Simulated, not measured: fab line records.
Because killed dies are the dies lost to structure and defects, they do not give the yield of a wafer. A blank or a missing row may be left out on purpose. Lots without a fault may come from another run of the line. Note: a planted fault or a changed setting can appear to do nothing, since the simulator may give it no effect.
Which tool did it? :: flow n5_finfet :: at 1 step of a route of 1938, 11 lots with 33 wafers sampled

## WHAT EACH GAUGE READ, for each wafer
N5_BEOL_M6_CD_MEAS_35: target cd 40 nm, target cd y 28 nm.
lot: L676
measured: day 8 19:37
on: cd_sem-03
cd_nm (nm): 40.8 40.7 40.5

lot: L677
measured: day 8 22:46
on: cd_sem-03
cd_nm (nm): 39.2 40.2 39.7

lot: L679
measured: day 8 23:10
on: cd_sem-01
cd_nm (nm): 40.4 40.4 39.9

lot: L680
measured: day 10 04:49
on: cd_sem-03
cd_nm (nm): 40.1 38.7 40.1

lot: L683
measured: day 10 08:47
on: cd_sem-01
cd_nm (nm): 39.3 40.1 39.9

lot: L686
measured: day 10 20:31
on: cd_sem-01
cd_nm (nm): 39.0 39.6 39.4

lot: L687
measured: day 11 11:14
on: cd_sem-03
cd_nm (nm): 40.1 39.9 40.2

lot: L688
measured: day 11 14:29
on: cd_sem-03
cd_nm (nm): 39.5 39.2 40.0

lot: L692
measured: day 12 10:25
on: cd_sem-01
cd_nm (nm): 39.7 40.6 39.2

lot: L691
measured: day 12 17:23
on: cd_sem-01
cd_nm (nm): 40.2 40.7 40.6

lot: L694
measured: day 13 02:14
on: cd_sem-01
cd_nm (nm): 39.8 39.6 39.5

## WHAT TOOL EACH LOT RAN ON (gives the tool, then ch and the chambers of the sampled wafers, and finally the start)
The record shows no process step preceding these readings.

## THE ANSWER, worked out from the rows above alone
Rule: usual is defined by the lots themselves. The widest of any qualifying gaps counts: lots, ordered by their means at a reading, are off when they make up no more than a third of the lots, leave a main group of 4 or more, and stand apart from it by 3 or more times the standard deviation of that group's means. If all means in a main group match to the digits the tables above print for the reading, that group is not used. A lot without any number at a reading at which 4 lots or more have one is off too. All remaining lots with rows at the step are treated as sound.
Across all readings shown, no lot is off: no conclusion can be drawn from this.

## WHAT THE SIMULATOR HAD INSERTED
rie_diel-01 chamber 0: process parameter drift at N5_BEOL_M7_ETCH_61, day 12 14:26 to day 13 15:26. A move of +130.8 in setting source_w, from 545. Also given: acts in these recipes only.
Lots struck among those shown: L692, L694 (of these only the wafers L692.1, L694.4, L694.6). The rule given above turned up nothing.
